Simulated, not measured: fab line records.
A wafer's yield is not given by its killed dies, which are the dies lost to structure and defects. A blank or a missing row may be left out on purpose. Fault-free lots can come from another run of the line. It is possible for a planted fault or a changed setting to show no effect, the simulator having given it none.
Chamber matching + flow n5_finfet + N5_BEOL_M6_DESCUM_16 on rie_diel-02 has 4 sister chambers
The step chemistry O2, time 7.9 s. 8 wafers are shown with their chamber, then 11 later ones without.

== WAFERS, EACH WITH ITS CHAMBER ==
| wafer  | chamber | drypump_motor_current_A (A) | showerhead_plenum_p_Torr (Torr) |
|--------|---------|-----------------------------|---------------------------------|
| L074.3 | 3       | 5.7                         | 2.08                            |
| L080.3 | 3       | 5.7                         | 2.07                            |
| L093.1 | 0       | 6.3                         | 2.11                            |
| L093.5 | 2       | 5.3                         | 2.20                            |
| L092.3 | 1       | 5.5                         | 2.05                            |
| L092.4 | 2       | 5.2                         | 2.20                            |
| L092.5 | 0       | 6.3                         | 2.11                            |
| L094.1 | 1       | 5.5                         | 2.05                            |

== WAFERS WHOSE CHAMBER IS MISSING ==
| wafer  | drypump_motor_current_A (A) | showerhead_plenum_p_Torr (Torr) |
|--------|-----------------------------|---------------------------------|
| L094.2 | 5.2                         | 2.20                            |
| L094.3 | 6.3                         | 2.11                            |
| L094.4 | 5.4                         | 2.05                            |
| L094.5 | 5.2                         | 2.20                            |
| L094.6 | 6.3                         | 2.11                            |
| L095.1 | 5.4                         | 2.05                            |
| L095.5 | 5.2                         | 2.20                            |
| L095.6 | 6.3                         | 2.11                            |
| L096.3 | 5.5                         | 2.05                            |
| L096.5 | 5.7                         | 2.06                            |
| L096.6 | 6.3                         | 2.11                            |

== WHICH CHAMBER EACH WENT THROUGH ==
| wafer  | from the rows above | in truth |
|--------|---------------------|----------|
| L094.2 | 2                   | 2        |
| L094.3 | 0                   | 0        |
| L094.4 | 1                   | 1        |
| L094.5 | 2                   | 2        |
| L094.6 | 0                   | 0        |
| L095.1 | 1                   | 1        |
| L095.5 | 2                   | 2        |
| L095.6 | 0                   | 0        |
| L096.3 | 1                   | 1        |
| L096.5 | 3                   | 3        |
| L096.6 | 0                   | 0        |
Placed correctly: 11 of 11. From these rows, 0 cannot be placed. Placed wrongly: 0.
How it was worked out, from the rows above alone: a wafer's distance from a chamber is the root of the sum, over the readings, of the square of ((its reading less the chamber's mean) divided by the reading's scatter). If the next closest chamber is less than 2 further off than the closest, the wafer can't be placed; otherwise it belongs to the closest. A chamber's mean is the mean of its shown wafers. The scatter: take each reading less its chamber's mean, square it, sum over the shown wafers, divide by the number of wafers less the number of chambers, and take the root.
